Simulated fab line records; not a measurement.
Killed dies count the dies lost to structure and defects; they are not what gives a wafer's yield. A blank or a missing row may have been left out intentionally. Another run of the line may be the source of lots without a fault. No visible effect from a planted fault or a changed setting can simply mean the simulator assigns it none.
Matching of chambers | flow nand_harc | NHARC_P_BONDPAD_STRIP_15 on rie_diel-12: 4 sister chambers
The step strips in O2. 16 wafers are shown with their chamber, then 8 later ones without.

== WAFERS, EACH WITH ITS CHAMBER ==
wafer  | chamber | showerhead_plenum_p_Torr (Torr) | drypump_motor_current_A (A) | oes_product_au (a.u.)
L257.1 | 2       | 3.70                            | 6.2                         | 0.988
L257.3 | 1       | 3.47                            | 5.1                         | 1.005
L257.4 | 0       | 3.42                            | 6.3                         | 1.005
L260.1 | 2       | 3.70                            | 6.2                         | 0.979
L260.5 | 3       | 3.58                            | 5.9                         | 0.998
L260.6 | 2       | 3.70                            | 6.2                         | 0.974
L264.1 | 3       | 3.58                            | 6.0                         | 0.994
L264.2 | 2       | 3.70                            | 6.2                         | 0.982
L264.4 | 0       | 3.41                            | 6.3                         | 0.985
L268.2 | 0       | 3.41                            | 6.3                         | 1.000
L268.3 | 2       | 3.70                            | 6.2                         | 0.988
L268.6 | 3       | 3.58                            | 5.9                         | 1.004
L273.1 | 3       | 3.58                            | 6.0                         | 0.999
L273.3 | 1       | 3.47                            | 5.2                         | 1.014
L273.6 | 2       | 3.70                            | 6.2                         | 1.000
L276.1 | 1       | 3.47                            | 5.2                         | 1.007

SIGNATURES (averages over the wafers above)
reading                  | chamber 0 | chamber 1 | chamber 2 | chamber 3 | scatter within a chamber
showerhead_plenum_p_Torr | 3.4133    | 3.4700    | 3.7000    | 3.5800    | 0.00236
drypump_motor_current_A  | 6.300     | 5.167     | 6.200     | 5.950     | 0.0373
oes_product_au           | 0.99667   | 1.00867   | 0.98517   | 0.99875   | 0.00775
Rule: a wafer lies at a distance from a chamber equal to the root of the sum of squares, over the readings, of (its reading less the chamber's mean, divided by the reading's scatter). If the next closest chamber is less than 2 further off than the closest, the wafer can't be placed; otherwise it belongs to the closest. The scatter: take each reading less its chamber's mean, square it, sum over the shown wafers, divide by the number of wafers less the number of chambers, and take the root.

== WAFERS MISSING THEIR CHAMBER ==
wafer  | showerhead_plenum_p_Torr (Torr) | drypump_motor_current_A (A) | oes_product_au (a.u.)
L276.3 | 3.58                            | 6.0                         | 0.988
L276.5 | 3.70                            | 6.2                         | 0.993
L279.4 | 3.47                            | 5.1                         | 1.014
L279.5 | 3.41                            | 6.3                         | 0.983
L279.6 | 3.58                            | 6.0                         | 0.991
L280.2 | 3.46                            | 5.2                         | 1.011
L280.5 | 3.70                            | 6.2                         | 0.992
L280.6 | 3.57                            | 6.0                         | 0.993

== EACH ONE'S CHAMBER ==
wafer  | from the rows above | in truth
L276.3 | 3                   | 3
L276.5 | 2                   | 2
L279.4 | 1                   | 1
L279.5 | 0                   | 0
L279.6 | 3                   | 3
L280.2 | 1                   | 1
L280.5 | 2                   | 2
L280.6 | 3                   | 3
Correct placement for 8 of the 8. Not placeable from these rows: 0. 0 placed wrongly.
